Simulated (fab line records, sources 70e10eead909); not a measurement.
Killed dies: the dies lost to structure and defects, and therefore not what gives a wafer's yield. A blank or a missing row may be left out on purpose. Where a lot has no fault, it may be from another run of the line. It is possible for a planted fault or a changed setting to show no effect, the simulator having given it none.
fab line records || flow nand_harc
record {"lots": 7, "wafers": 21, "last_day": 33}
route steps=1302 shown P_CONTACT@251 P_M0@253
lots with no fault: from the same line, run without faults
start_h: hours from the record's opening day to when the first of the lot's shown wafers began || wait_h: hours elapsed since this lot's preceding step || " the same as in the row above || L1.1+2: a row that stands for several wafers || - either no value or no given start || * or withheld: withheld || < > ~ a bound
route shown NAME@n: a module of which the file shows steps, and the number in the route of the first || usual: average and standard deviation across the fault-free wafers || same: alike in all rows || chamber/n: place in a boat || sites: per-site readings || _std_site: how widely they spread, as a standard deviation || _edge_site: inner sites' mean taken away from outer sites' mean || radius_mm: how far each site lies from the wafer's centre || mask NAME#n: copy n || behind: tool/chamber where the wafer was last shaped || hold: cause of the lot's hold/its duration in hours/its outcome || device: the transistor (n, p or np) that didn't switch || end of line: the route-end tests of the same wafers || a step given without rows: its recipe and nothing more || killed: not the wafer's yield, but the dies lost to structure and defects at the first sort || map: shows each die of a wafer: x if killed, . if not, _ if none is there
set.NAME: the setting that was run; set.NAME@STEP: the one run at that earlier step || model.NAME: the simulator's own value behind a step, which no gauge read
certain route steps with their lots: each step a table, each wafer a row
services: a tool's chamber out of use, with start hour (start_h, from the record's first day; less than 0 if before it), hours out, and reason
## steps
# step NHARC_P_CONTACT_SRD_26
# step NHARC_P_CONTACT_INSPECT_27
# usual {"raw_defect_count": "268/91"}
{"lot.wafer": "L558.1", "tool": "defect_inspect-01", "chamber": "-", "start_h": 124.70, "wait_h": 0.1, "raw_defect_count": 319}
{"lot.wafer": "L558.3", "tool": "defect_inspect-01", "chamber": "-", "start_h": 124.70, "wait_h": 0.1, "raw_defect_count": 390}
{"lot.wafer": "L558.6", "tool": "defect_inspect-01", "chamber": "-", "start_h": 124.70, "wait_h": 0.1, "raw_defect_count": 329}
{"lot.wafer": "L567.1", "tool": "defect_inspect-01", "chamber": "-", "start_h": 228.10, "wait_h": 0.1, "raw_defect_count": 194}
{"lot.wafer": "L567.2", "tool": "defect_inspect-01", "chamber": "-", "start_h": 228.10, "wait_h": 0.1, "raw_defect_count": 223}
{"lot.wafer": "L567.3", "tool": "defect_inspect-01", "chamber": "-", "start_h": 228.10, "wait_h": 0.1, "raw_defect_count": 247}
{"lot.wafer": "L574.1", "tool": "defect_inspect-02", "chamber": "-", "start_h": 291.15, "wait_h": 0.1, "raw_defect_count": 296}
{"lot.wafer": "L574.5", "tool": "defect_inspect-02", "chamber": "-", "start_h": 291.15, "wait_h": 0.1, "raw_defect_count": 176}
{"lot.wafer": "L574.6", "tool": "defect_inspect-02", "chamber": "-", "start_h": 291.15, "wait_h": 0.1, "raw_defect_count": 124}
{"lot.wafer": "L575.3", "tool": "defect_inspect-02", "chamber": "-", "start_h": 297.94, "wait_h": 0.1, "raw_defect_count": 283}
{"lot.wafer": "L575.4", "tool": "defect_inspect-02", "chamber": "-", "start_h": 297.94, "wait_h": 0.1, "raw_defect_count": 231}
{"lot.wafer": "L575.6", "tool": "defect_inspect-02", "chamber": "-", "start_h": 297.94, "wait_h": 0.1, "raw_defect_count": 210}
{"lot.wafer": "L576.1", "tool": "defect_inspect-02", "chamber": "-", "start_h": 311.39, "wait_h": 0.1, "raw_defect_count": 251}
{"lot.wafer": "L576.5", "tool": "defect_inspect-02", "chamber": "-", "start_h": 311.39, "wait_h": 0.1, "raw_defect_count": 205}
{"lot.wafer": "L576.6", "tool": "defect_inspect-02", "chamber": "-", "start_h": 311.39, "wait_h": 0.1, "raw_defect_count": 187}
{"lot.wafer": "L577.1", "tool": "defect_inspect-01", "chamber": "-", "start_h": 322.24, "wait_h": 0.1, "raw_defect_count": 182}
{"lot.wafer": "L577.3", "tool": "defect_inspect-01", "chamber": "-", "start_h": 322.24, "wait_h": 0.1, "raw_defect_count": 204}
{"lot.wafer": "L577.6", "tool": "defect_inspect-01", "chamber": "-", "start_h": 322.24, "wait_h": 0.1, "raw_defect_count": 112}
{"lot.wafer": "L580.3", "tool": "defect_inspect-01", "chamber": "-", "start_h": 356.73, "wait_h": 0.1, "raw_defect_count": 167}
{"lot.wafer": "L580.4", "tool": "defect_inspect-01", "chamber": "-", "start_h": 356.73, "wait_h": 0.1, "raw_defect_count": 130}
{"lot.wafer": "L580.6", "tool": "defect_inspect-01", "chamber": "-", "start_h": 356.73, "wait_h": 0.1, "raw_defect_count": 141}
# step NHARC_P_M0_DEP_00
# recipe {"target_thk_a": 1500, "target_thk_nm": 150, "temp_c": "withheld", "pressure_torr": 5, "flow_sccm": 200, "rf_w": 600, "material": "SiOC"}
# step NHARC_P_M0_DEHYDRATE_01
# recipe {"temp_c": 150, "time_s": 120}
# step NHARC_P_M0_HMDS_02
# recipe {"time_s": 30}
# step NHARC_P_M0_COAT_33
# recipe {"temp_c": 200, "time_s": 65}
# step NHARC_P_M0_COAT_03
# recipe {"spin_rpm": 1500, "resist_thk_nm": 90}
# step NHARC_P_M0_SOFTBAKE_04
# recipe {"temp_c": 105, "time_s": 55}
# step NHARC_P_M0_EBR_05
# step NHARC_P_M0_EXPOSE_06
# recipe {"na": 1.35, "target_cd_nm": 90, "dose_mj": 81.28, "mask_id": "P_M0"}
# step NHARC_P_M0_PEB_07
# recipe {"peb_temp_c": 100, "peb_time_s": 65}
# step NHARC_P_M0_DEVELOP_08
# recipe {"develop_time_s": 35, "dev_temp_c": 23}
# usual {"chill_plate_temp_C": "23.00/0.12", "develop_time_s": "35/0"}
{"lot.wafer": "L558.1", "tool": "litho_track-06", "chamber": 0, "start_h": 125, "wait_h": "-", "chill_plate_temp_C": 23.08, "develop_time_s": 35}
{"lot.wafer": "L558.3", "tool": "litho_track-06", "chamber": 0, "start_h": 125, "wait_h": "-", "chill_plate_temp_C": 23.07, "develop_time_s": 35}
{"lot.wafer": "L558.6", "tool": "litho_track-06", "chamber": 0, "start_h": 125, "wait_h": "-", "chill_plate_temp_C": 23.02, "develop_time_s": 35}
{"lot.wafer": "L567.1", "tool": "litho_track-04", "chamber": 0, "start_h": 228, "wait_h": "-", "chill_plate_temp_C": 23.05, "develop_time_s": 35}
{"lot.wafer": "L567.2", "tool": "litho_track-04", "chamber": 0, "start_h": 228, "wait_h": "-", "chill_plate_temp_C": 23.00, "develop_time_s": 35}
{"lot.wafer": "L567.3", "tool": "litho_track-04", "chamber": 0, "start_h": 228, "wait_h": "-", "chill_plate_temp_C": 23.16, "develop_time_s": 35}
{"lot.wafer": "L574.1", "tool": "litho_track-04", "chamber": "-", "start_h": 291, "wait_h": "-", "chill_plate_temp_C": "-", "develop_time_s": "-"}
{"lot.wafer": "L574.5", "tool": "litho_track-04", "chamber": "-", "start_h": 291, "wait_h": "-", "chill_plate_temp_C": "-", "develop_time_s": "-"}
{"lot.wafer": "L574.6", "tool": "litho_track-04", "chamber": "-", "start_h": 291, "wait_h": "-", "chill_plate_temp_C": "-", "develop_time_s": "-"}
{"lot.wafer": "L575.3", "tool": "litho_track-04", "chamber": "-", "start_h": 298, "wait_h": "-", "chill_plate_temp_C": "-", "develop_time_s": "-"}
{"lot.wafer": "L575.4", "tool": "litho_track-04", "chamber": "-", "start_h": 298, "wait_h": "-", "chill_plate_temp_C": "-", "develop_time_s": "-"}
{"lot.wafer": "L575.6", "tool": "litho_track-04", "chamber": "-", "start_h": 298, "wait_h": "-", "chill_plate_temp_C": "-", "develop_time_s": "-"}
{"lot.wafer": "L576.1", "tool": "litho_track-04", "chamber": "-", "start_h": 312, "wait_h": "-", "chill_plate_temp_C": "-", "develop_time_s": "-"}
{"lot.wafer": "L576.5", "tool": "litho_track-04", "chamber": "-", "start_h": 312, "wait_h": "-", "chill_plate_temp_C": "-", "develop_time_s": "-"}
{"lot.wafer": "L576.6", "tool": "litho_track-04", "chamber": "-", "start_h": 312, "wait_h": "-", "chill_plate_temp_C": "-", "develop_time_s": "-"}
{"lot.wafer": "L577.1", "tool": "litho_track-06", "chamber": 0, "start_h": 323, "wait_h": "-", "chill_plate_temp_C": 23.18, "develop_time_s": 35}
{"lot.wafer": "L577.3", "tool": "litho_track-06", "chamber": 0, "start_h": 323, "wait_h": "-", "chill_plate_temp_C": 23.02, "develop_time_s": 35}
{"lot.wafer": "L577.6", "tool": "litho_track-06", "chamber": 0, "start_h": 323, "wait_h": "-", "chill_plate_temp_C": 23.18, "develop_time_s": 35}
{"lot.wafer": "L580.3", "tool": "litho_track-04", "chamber": 0, "start_h": 357, "wait_h": "-", "chill_plate_temp_C": 23.08, "develop_time_s": 35}
{"lot.wafer": "L580.4", "tool": "litho_track-04", "chamber": 0, "start_h": 357, "wait_h": "-", "chill_plate_temp_C": 22.96, "develop_time_s": 35}
{"lot.wafer": "L580.6", "tool": "litho_track-04", "chamber": 0, "start_h": 357, "wait_h": "-", "chill_plate_temp_C": 22.93, "develop_time_s": 35}
# step NHARC_P_M0_CD_MEAS_09
# recipe {"target_cd_nm": 90, "landing_energy_ev": 500}
# usual {"cd_nm": "90.3/0.5"}
{"lot.wafer": "L558.1", "tool": "cd_sem-01", "chamber": 0, "start_h": 125.47, "wait_h": "-", "cd_nm": 91.2}
{"lot.wafer": "L558.3", "tool": "cd_sem-01", "chamber": 0, "start_h": 125.47, "wait_h": "-", "cd_nm": 90.0}
{"lot.wafer": "L558.6", "tool": "cd_sem-01", "chamber": 0, "start_h": 125.47, "wait_h": "-", "cd_nm": 90.6}
{"lot.wafer": "L567.1", "tool": "cd_sem-02", "chamber": 0, "start_h": 229.00, "wait_h": "-", "cd_nm": 89.6}
{"lot.wafer": "L567.2", "tool": "cd_sem-02", "chamber": 0, "start_h": 229.00, "wait_h": "-", "cd_nm": 89.7}
{"lot.wafer": "L567.3", "tool": "cd_sem-02", "chamber": 0, "start_h": 229.00, "wait_h": "-", "cd_nm": 89.1}
{"lot.wafer": "L574.1", "tool": "cd_sem-03", "chamber": 0, "start_h": 292.05, "wait_h": "-", "cd_nm": "-"}
{"lot.wafer": "L574.5", "tool": "cd_sem-03", "chamber": 0, "start_h": 292.05, "wait_h": "-", "cd_nm": "-"}
{"lot.wafer": "L574.6", "tool": "cd_sem-03", "chamber": 0, "start_h": 292.05, "wait_h": "-", "cd_nm": "-"}
{"lot.wafer": "L575.3", "tool": "cd_sem-02", "chamber": 0, "start_h": 298.85, "wait_h": "-", "cd_nm": "-"}
{"lot.wafer": "L575.4", "tool": "cd_sem-02", "chamber": 0, "start_h": 298.85, "wait_h": "-", "cd_nm": "-"}
{"lot.wafer": "L575.6", "tool": "cd_sem-02", "chamber": 0, "start_h": 298.85, "wait_h": "-", "cd_nm": "-"}
{"lot.wafer": "L576.1", "tool": "cd_sem-01", "chamber": 0, "start_h": 312.17, "wait_h": "-", "cd_nm": "-"}
{"lot.wafer": "L576.5", "tool": "cd_sem-01", "chamber": 0, "start_h": 312.17, "wait_h": "-", "cd_nm": "-"}
{"lot.wafer": "L576.6", "tool": "cd_sem-01", "chamber": 0, "start_h": 312.17, "wait_h": "-", "cd_nm": "-"}
{"lot.wafer": "L577.1", "tool": "cd_sem-01", "chamber": 0, "start_h": 323.14, "wait_h": "-", "cd_nm": 90.5}
{"lot.wafer": "L577.3", "tool": "cd_sem-01", "chamber": 0, "start_h": 323.14, "wait_h": "-", "cd_nm": 90.5}
{"lot.wafer": "L577.6", "tool": "cd_sem-01", "chamber": 0, "start_h": 323.14, "wait_h": "-", "cd_nm": 89.9}
{"lot.wafer": "L580.3", "tool": "cd_sem-01", "chamber": 0, "start_h": 357.63, "wait_h": "-", "cd_nm": 90.1}
{"lot.wafer": "L580.4", "tool": "cd_sem-01", "chamber": 0, "start_h": 357.63, "wait_h": "-", "cd_nm": 90.3}
{"lot.wafer": "L580.6", "tool": "cd_sem-01", "chamber": 0, "start_h": 357.63, "wait_h": "-", "cd_nm": 90.7}
## services
{"tool": "litho_track-06", "chamber": "-", "start_h": 179.00, "hours": 7.0, "kind": "pm"}
{"tool": "litho_track-04", "chamber": "-", "start_h": 203.00, "hours": 7.0, "kind": "pm"}
{"tool": "litho_track-06", "chamber": "-", "start_h": 354.00, "hours": 7.0, "kind": "pm"}
## key
first_sign {"step": "NHARC_P_M0_DEVELOP_08", "reading": "tool_record", "direction": "missing"}
effect none on later readings
met_at NHARC_P_M0_DEVELOP_08
struck_wafers L574.1,L574.5,L574.6,L575.3,L575.4,L575.6,L576.1,L576.5,L576.6
later_rows_left_out L574.1,L574.5,L574.6,L575.3,L575.4,L575.6,L576.1,L576.5,L576.6
sort_left_out L574.1,L574.5,L574.6,L575.3,L575.4,L575.6,L576.1,L576.5,L576.6
onset_between 228 291
fault {"kind": "skipped_step_whole", "tool": "litho_track-04", "chamber": "-", "onset_h": 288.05, "steps": "NHARC_P_M0_DEVELOP_08", "scope": "struck_lots_only"}
# sort_left_out: the simulated sort isn't trusted on such a fault, so these wafers' sort isn't shown, and their yield isn't known
# later_rows_left_out: the simulator's readings of these wafers behind a module that went badly wrong aren't trusted and aren't shown, but for the sort
